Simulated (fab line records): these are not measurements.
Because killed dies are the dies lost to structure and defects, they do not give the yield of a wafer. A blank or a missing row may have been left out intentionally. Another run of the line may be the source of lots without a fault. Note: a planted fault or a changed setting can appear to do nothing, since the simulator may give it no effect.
Matching of chambers -- flow nandHarc -- NHARC_P_M1_PRE_CLEAN_32 on pecvd-02 has 3 sister chambers
The step time 12 s. 33 wafers are shown with their chamber, then 12 later ones without.

WAFERS PAIRED WITH THEIR CHAMBERS
wafer,chamber,heaterPowerW (W),rfFwdPowerW (W)
L075.2,2,558,292.6
L075.3,1,548,292.9
L075.4,1,547,291.7
L077.1,0,738,291.9
L077.3,2,532,293.1
L077.4,2,499,293.0
L081.1,1,534,291.9
L081.2,0,699,292.2
L081.5,0,729,291.1
L082.1,0,702,290.3
L082.2,1,525,293.5
L082.5,2,571,293.1
L086.1,0,737,293.7
L086.2,2,519,291.9
L086.6,2,535,293.5
L085.1,0,618,292.0
L085.4,2,527,293.1
L085.6,1,524,291.4
L088.1,2,590,292.9
L088.4,1,565,292.3
L088.5,2,581,292.3
L090.1,1,514,293.4
L090.4,2,609,292.6
L090.6,0,684,292.7
L089.1,2,570,292.9
L089.3,1,523,291.3
L089.6,0,733,291.0
L091.1,1,459,291.7
L091.2,0,742,293.7
L091.3,2,566,292.0
L092.1,0,675,293.9
L092.2,2,626,292.1
L092.6,1,560,293.3

SIGNATURES (averages over the wafers above)
reading,chamber 0,chamber 1,chamber 2,scatter within a chamber
heaterPowerW,705.70,529.90,560.23,35.7
rfFwdPowerW,292.250,292.340,292.700,0.888
Rule: a wafer lies at a distance from a chamber equal to the root of the sum of squares, over the readings, of (its reading less the chamber's mean, divided by the reading's scatter). The wafer belongs to the nearest chamber; if the next one is less than 2 further off, it can't be placed. The scatter: take each reading less its chamber's mean, square it, sum over the shown wafers, divide by the number of wafers less the number of chambers, and take the root.

WAFERS WITHOUT THEIR CHAMBER
wafer,heaterPowerW (W),rfFwdPowerW (W)
L093.1,737,292.2
L093.3,560,291.4
L093.6,471,291.5
L094.2,716,292.2
L094.4,736,293.8
L094.5,499,291.4
L096.1,626,293.0
L096.2,577,292.0
L096.6,521,293.6
L097.3,486,291.6
L097.4,606,291.8
L097.6,618,291.9

EACH ONE'S CHAMBER
wafer,from the rows above,in truth
L093.1,0,0
L093.3,can't be placed: 1 or 2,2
L093.6,can't be placed: 1 or 2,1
L094.2,0,0
L094.4,0,0
L094.5,can't be placed: 1 or 2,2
L096.1,can't be placed: 2 or 0 or 1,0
L096.2,can't be placed: 2 or 1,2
L096.6,can't be placed: 1 or 2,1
L097.3,can't be placed: 1 or 2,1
L097.4,can't be placed: 2 or 1 or 0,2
L097.6,can't be placed: 2 or 0 or 1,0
Placed correctly: 3 of 12. From these rows, 9 cannot be placed; in 9 the true chamber is one of the candidates. Number placed wrongly: 0.
